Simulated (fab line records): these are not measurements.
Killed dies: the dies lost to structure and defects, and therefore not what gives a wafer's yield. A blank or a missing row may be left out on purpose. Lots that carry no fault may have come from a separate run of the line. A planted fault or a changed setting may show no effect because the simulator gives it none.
Struck lot and sound lot, side by side	flow nandHarc	14 out of 1159 route steps
Sound: the wafers L207.2, L207.4, L207.6. Wafers L218.1, L218.5 were the ones struck. The cause is given at the end.
Order at every step that has rows: each side's tool, ch and its chambers, its first start. Under that, the readings that differ: sound wafers	struck wafers	difference of the means	sigmas: that difference in standard deviations of wafers without a fault.
alike: readings with means less than 2 such deviations apart, plus words and numbers identical on both sides. not compared: withheld readings, readings lacking a value on some wafer, bounds such as >300 that could conceal the same value, and numbers that have no deviation in the record and whose values overlap.
The two part at a step that has a row with sigmas, a row that says differs or no value, or rows on one side only. Numbers that have no deviation but don't overlap get no sigmas and don't part them. A reading that every wafer of one side lacks parts them only if that side has two wafers or more.

NHARC_A_WL_FILL_CVD_03: deposits W, target thk 40 nm, time 3302 s.
  sound on cvdW-01 ch 0,1, day 16 02:01; struck on cvdW-01 ch 0,1, day 19 02:14
  alike: heaterPowerOuterW, heaterPowerW, throttleValvePct
NHARC_A_WL_FILL_ETCHBACK_04: etches the open film in NF3, target depth 60 nm, time 120 s.
  sound on rieMetal-03 ch 0,1, day 16 05:22; struck on rieMetal-02 ch 0,1, day 19 05:32
  alike: drypumpMotorCurrentA, oesProductAu, runLengthS
  not compared: rfHoursCounterH
NHARC_A_WL_FILL_ETCHBACK_05: etches the open film in Cl2/BCl3, target depth 22 nm, time 60 s.
  sound on rieMetal-03 ch 0, day 16 05:35; struck on rieMetal-02 ch 0,1, day 19 05:44
reading	sound	struck	difference	sigmas
runLengthS (s)	80.3 80.6 80.7	82.1 81.3	+1.2	+3
  alike: drypumpMotorCurrentA, oesProductAu
  not compared: rfHoursCounterH
NHARC_A_WL_FILL_STRIP_27: strips in N2/H2, time 20 s.
  sound on plasmaAsher-01 ch 0,1, day 16 08:12; struck on plasmaAsher-02 ch 0,1, day 19 05:53
  alike: drypumpMotorCurrentA, heaterPowerW
  not compared: rfHoursCounterH
then, 4 steps without rows for these wafers: NHARC_A_WL_FILL_STRIP_28 (strips in post etch residue remover, time 1200 s); NHARC_A_WL_FILL_PRECLEAN_06 (cleans in DIW, time 300 s); NHARC_A_WL_FILL_SRD_07; NHARC_A_WL_FILL_ANNEAL_08 (time 1800 s).
NHARC_A_WL_FILL_ALD_10: deposits SiO2, target thk 50 nm, pulse time 10 s, ald cycles 500.
  sound on aldHk-04 ch 1,2,3, day 16 15:03; struck on aldHk-03 ch 0,2, day 19 14:26
  alike: heaterPowerOuterW, heaterPowerW, precursorPulseHeightRel
then, 2 steps without rows for these wafers: NHARC_A_WL_FILL_ETCHBACK_16 (etches the open film in C4F8/O2/Ar, target depth 88 nm, time 17.6 s); NHARC_A_WL_FILL_STRIP_29 (strips in O2, time 20 s).
NHARC_A_WL_FILL_ETCHBACK_17: etches the open film in Cl2/BCl3, target depth 4 nm, time 26.7 s.
  sound on rieMetal-01 ch 0,1, day 16 18:55; struck on rieMetal-03 ch 0,1, day 19 17:44
reading	sound	struck	difference	sigmas
runLengthS (s)	47.2 47.7 47.3	33.0 32.9	-14.4	-32
  alike: drypumpMotorCurrentA, oesProductAu
  not compared: rfHoursCounterH
then, 2 steps without rows for these wafers: NHARC_A_WL_FILL_PRECLEAN_18 (cleans in dHF, time 30 s); NHARC_END_SORT_01.

== WHERE THEY PART ==
First at NHARC_A_WL_FILL_ETCHBACK_05; last, within this record, at NHARC_A_WL_FILL_ETCHBACK_17.

WHY: whatever the simulator had introduced
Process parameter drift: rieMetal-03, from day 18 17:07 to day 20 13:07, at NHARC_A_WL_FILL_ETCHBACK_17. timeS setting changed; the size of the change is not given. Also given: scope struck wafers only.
